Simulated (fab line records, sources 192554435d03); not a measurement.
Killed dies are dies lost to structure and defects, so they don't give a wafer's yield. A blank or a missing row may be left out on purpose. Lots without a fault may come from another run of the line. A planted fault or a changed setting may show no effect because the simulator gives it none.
fab line records | flow n5_finfet | part 2 of 2: steps 5 to 6 of 6
record lots=22 wafers=66 last_day=17
route steps=1938 shown BEOL_M12@1639 BEOL_M13@1689 BEOL_M14@1732
lots that met no fault: from a run of the same line without faults
start_h: hours from the record's first day to the start of the lot's first wafer shown | wait_h: hours since the lot's step before | " the same as in the row above | L1.1+2: a row that stands for several wafers | - no value, or no start given | * or withheld: withheld | < > ~ a bound
route shown NAME@n: a module of which the file shows steps, and the number in the route of the first | usual: mean/standard deviation of fault-free wafers | same: alike in all rows | chamber/n: place in a boat | sites: the reading at each site | _std_site: their standard deviation | _edge_site: outer sites' mean less inner sites' | radius_mm: how far each site lies from the wafer's centre | mask NAME#n: copy n | behind: the tool/chamber that last shaped the wafer | hold: why the lot was held/for how many hours/how that ended | device: the transistor (n, p or np) that didn't switch | end of line: the same wafers' tests at the end of the route | a step without rows: its recipe alone | killed: dies lost to structure and defects at the first sort, not the wafer's yield | map: a wafer's dies, x killed, . not, _ none there
set.NAME: the setting as run; set.NAME@STEP: as run at that earlier step | model.NAME: the simulator's own value behind a step, which no gauge read
steps of the route over a sample of lots; a table a step, a row a wafer
services: from which hour (start_h, from the record's first day; less than 0 if before it) a tool's chamber was out of use, for how many hours, and why
## steps
# step N5_BEOL_M14_STRIP_63
# recipe chemistry=O2 power_w=600 temp_c=60 pressure_mtorr=30 rf_frequency_hz=6e+07 bias_power_w=0 overash_fraction=0.3 o2_flow_sccm=225
# usual drypump_motor_current_A=5.8/0.43 oes_product_au=0.83/0.066 rf_vpp_V=3.7/0.86 showerhead_plenum_p_Torr=2.10/0.072 throttle_valve_pct=16.54/0.15
# columns lot.wafer tool chamber start_h wait_h drypump_motor_current_A oes_product_au rf_hours_counter_h rf_vpp_V showerhead_plenum_p_Torr throttle_valve_pct
L074.1 rie_diel-04 0 - - 5.5 0.86 58 3.7 2.22 16.39
L074.2 " 3 " " 5.6 0.78 90 3.7 2.01 16.44
L074.3 " 1 " " 5.7 0.74 204 4.9 2.18 16.67
L075.2 rie_diel-03 3 - - 6.1 0.82 84 4.5 2.11 16.59
L075.5 " 0 " " 5.8 0.89 - 4.4 2.03 16.38
L075.6 " 1 " " 6.2 0.84 - 4.7 2.15 16.64
L077.3 rie_diel-04 1 - - 5.7 0.73 206 2.1 2.18 16.71
L077.5 " 0 " " 5.5 0.86 - 2.9 2.22 16.37
L077.6 " 3 " " 5.5 0.79 - 5.1 2.01 16.45
L080.2 rie_diel-04 0 - - 5.5 0.84 67 3.8 2.22 16.38
L080.4 " 1 " " 5.7 0.72 212 4.4 2.18 16.69
L080.6 " 2 " " 6.3 0.94 - 4.7 2.07 16.46
L079.1 rie_diel-03 0 - - 5.7 0.89 36 2.4 2.03 16.39
L079.3 " 2 " " 4.8 0.88 24 4.3 2.04 16.48
L079.4 " 1 " " 6.2 0.83 48 3.8 2.15 16.68
L078.2 rie_diel-04 3 - - 5.5 0.78 100 3.3 2.01 16.44
L078.3 " 1 " " 5.7 0.73 214 2.6 2.18 16.72
L078.4 " 2 " " 6.3 0.95 15 2.3 2.07 16.51
L081.2 rie_diel-04 0 - - 5.5 0.84 70 4.1 2.21 16.38
L081.5 " 2 " " 6.3 0.95 - 4.3 2.07 16.53
L081.6 " 3 " " 5.4 0.78 - 1.4 2.01 16.47
L082.1 rie_diel-03 1 - - 6.2 0.83 53 3.2 2.14 16.68
L082.4 " 0 " " 5.8 0.87 42 4.1 2.03 16.42
L082.5 " 3 " " 6.1 0.82 - 4.2 2.10 16.64
L083.1 rie_diel-03 3 - - 6.1 0.80 100 5.3 2.10 16.65
L083.4 " 2 " " 4.8 0.86 32 3.5 2.04 16.48
L083.6 " 3 " " 6.1 0.81 - 2.8 2.10 16.62
L084.1 rie_diel-02 2 - - 5.9 0.70 216 2.8 1.98 16.78
L084.3 " 1 " " 5.6 0.90 23 3.7 2.23 16.40
L084.4 " 2 " " 5.9 0.70 - 4.7 1.99 16.79
L086.1 rie_diel-03 2 - - 4.7 0.86 35 2.9 2.04 16.48
L086.2 " 0 " " 5.7 0.87 48 4.6 2.03 16.39
L086.4 " 3 " " 6.1 0.80 103 2.1 2.10 16.64
L085.3 rie_diel-03 3 - - 6.1 0.81 105 2.2 2.10 16.67
L085.5 " 0 " " 5.7 0.86 - 3.7 2.03 16.42
L085.6 " 1 " " 6.3 0.82 - 3.1 2.14 16.68
L087.1 rie_diel-04 2 - - 6.3 0.92 32 3.9 2.06 16.54
L087.3 " 0 " " 5.6 0.82 87 2.5 2.21 16.40
L087.6 " 0 " " 5.5 0.82 - 2.2 2.21 16.46
L090.3 rie_diel-03 1 - - 6.2 0.82 69 3.7 2.14 16.69
L090.4 " 0 " " 5.7 0.85 57 2.7 2.02 16.41
L090.6 " 2 " " 4.8 0.84 - 3.4 2.03 16.52
L088.1 rie_diel-03 3 - - 6.1 0.80 113 5.4 2.10 16.64
L088.2 " 1 " " 6.2 0.80 69 3.6 2.14 16.73
L088.4 " 0 " " 5.7 0.86 58 4.0 2.02 16.43
L092.2 rie_diel-03 1 - - 6.3 0.82 69 1.7 2.14 16.73
L092.3 " 0 " " 5.7 0.83 58 5.2 2.03 16.43
L092.4 " 3 " " 6.1 0.78 113 5.0 2.10 16.66
L089.1 rie_diel-02 2 - - 5.9 0.68 236 3.4 1.98 16.80
L089.2 " 3 " " 6.3 0.98 9 3.7 2.14 16.17
L089.4 " 1 " " 5.6 0.85 44 3.6 2.22 16.43
L093.4 rie_diel-02 1 - - 5.6 0.85 46 3.0 2.22 16.47
L093.5 " 1 " " 5.6 0.87 - 3.8 2.22 16.44
L093.6 " 2 " " 5.9 0.69 - 3.1 1.98 16.80
L094.1 rie_diel-02 3 - - 6.3 0.94 18 4.7 2.13 16.13
L094.3 " 1 " " 5.6 0.85 52 3.3 2.22 16.48
L094.5 " 0 " " 5.9 0.79 - 3.3 2.10 16.56
L095.3 rie_diel-02 3 - - 6.3 0.96 19 2.6 2.13 16.17
L095.4 " 1 " " 5.6 0.85 53 3.3 2.22 16.48
L095.5 " 3 " " 6.3 0.96 - 4.2 2.13 16.15
L096.3 rie_diel-03 2 - - 4.8 0.84 57 5.1 2.03 16.53
L096.5 " 1 " " 6.2 0.80 - 3.5 2.13 16.72
L096.6 " 2 " " 4.8 0.84 - 4.5 2.03 16.54
L097.1 rie_diel-04 0 - - 5.5 0.79 108 4.2 2.20 16.46
L097.3 " 2 " " 6.2 0.87 54 4.0 2.06 16.55
L097.5 " 2 " " 6.3 0.88 - 4.7 2.06 16.57
# step N5_BEOL_M14_CD_MEAS_17
# recipe target_cd_nm=250 polarity=opening
# usual cd_nm=250.1/1.8
# columns lot.wafer tool chamber start_h wait_h cd_nm
L074.1 cd_sem-02 - 258.30 0.0 249.1
L074.2 " - " " 249.9
L074.3 " - " " 250.3
L075.2 cd_sem-01 - 258.46 0.0 247.5
L075.5 " - " " 247.9
L075.6 " - " " 248.0
L077.3 cd_sem-02 - 263.94 0.0 254.6
L077.5 " - " " 250.9
L077.6 " - " " 252.3
L080.2 cd_sem-01 - 279.24 0.0 251.4
L080.4 " - " " 251.9
L080.6 " - " " 249.1
L079.1 cd_sem-01 - 281.74 0.0 247.5
L079.3 " - " " 249.2
L079.4 " - " " 252.8
L078.2 cd_sem-02 - 282.62 0.0 252.3
L078.3 " - " " 251.3
L078.4 " - " " 251.4
L081.2 cd_sem-01 - 286.36 0.0 250.5
L081.5 " - " " 251.3
L081.6 " - " " 249.9
L082.1 cd_sem-03 - 294.82 0.0 249.4
L082.4 " - " " 248.1
L082.5 " - " " 249.5
L083.1 cd_sem-03 - 302.50 0.0 248.3
L083.4 " - " " 249.0
L083.6 " - " " 249.6
L084.1 cd_sem-03 - 312.19 0.0 248.8
L084.3 " - " " 251.7
L084.4 " - " " 249.0
L086.1 cd_sem-03 - 313.84 0.0 250.2
L086.2 " - " " 248.2
L086.4 " - " " 247.4
L085.3 cd_sem-03 - 317.71 0.0 249.9
L085.5 " - " " 249.5
L085.6 " - " " 247.8
L087.1 cd_sem-02 - 334.34 0.0 248.9
L087.3 " - " " 247.8
L087.6 " - " " 249.4
L090.3 cd_sem-03 - 343.82 0.0 249.9
L090.4 " - " " 247.5
L090.6 " - " " 249.3
L088.1 cd_sem-03 - 344.75 0.0 250.5
L088.2 " - " " 251.2
L088.4 " - " " 248.2
L092.2 cd_sem-01 - 345.09 0.0 250.8
L092.3 " - " " 246.8
L092.4 " - " " 253.6
L089.1 cd_sem-03 - 356.21 0.0 250.6
L089.2 " - " " 251.1
L089.4 " - " " 251.8
L093.4 cd_sem-02 - 363.70 0.0 252.4
L093.5 " - " " 253.8
L093.6 " - " " 251.1
L094.1 cd_sem-03 - 381.01 0.0 251.2
L094.3 " - " " 252.7
L094.5 " - " " 251.3
L095.3 cd_sem-02 - 382.36 0.0 253.1
L095.4 " - " " 253.3
L095.5 " - " " 256.1
L096.3 cd_sem-03 - 387.48 0.0 250.8
L096.5 " - " " 250.9
L096.6 " - " " 250.0
L097.1 cd_sem-02 - 396.29 0.0 250.5
L097.3 " - " " 250.0
L097.5 " - " " 250.7
## services
# columns tool chamber start_h hours kind
plasma_asher-01 - 235.97 2.8 pm
rie_diel-04 3 238.86 7.2 repair
rie_diel-05 1 244.64 5.5 repair
rie_diel-01 0 249.43 3.8 repair
rie_diel-05 2 250.16 - clean
rie_diel-06 1 259.30 - clean
rie_diel-06 1 259.30 - consumable_replace:focus_ring
rie_diel-06 1 259.30 16.3 scheduled_down
rie_diel-06 1 259.30 16.3 vent_cycle
rie_diel-01 2 265.90 16.8 repair
rie_diel-02 3 311.75 - clean
rie_diel-02 3 311.75 - consumable_replace:focus_ring
rie_diel-02 3 311.75 20.7 scheduled_down
rie_diel-02 3 311.75 20.7 vent_cycle
plasma_asher-02 - 340.56 0.9 repair
rie_diel-02 0 349.30 4.2 repair
rie_diel-03 2 370.53 9.9 repair
rie_diel-05 - 370.65 0.8 repair
rie_diel-06 2 372.79 4.4 repair
rie_diel-04 1 391.53 - clean
rie_diel-04 1 391.53 - consumable_replace:focus_ring
rie_diel-04 1 391.53 17.4 scheduled_down
rie_diel-04 1 391.53 17.4 vent_cycle
plasma_asher-01 - 395.84 2.2 repair
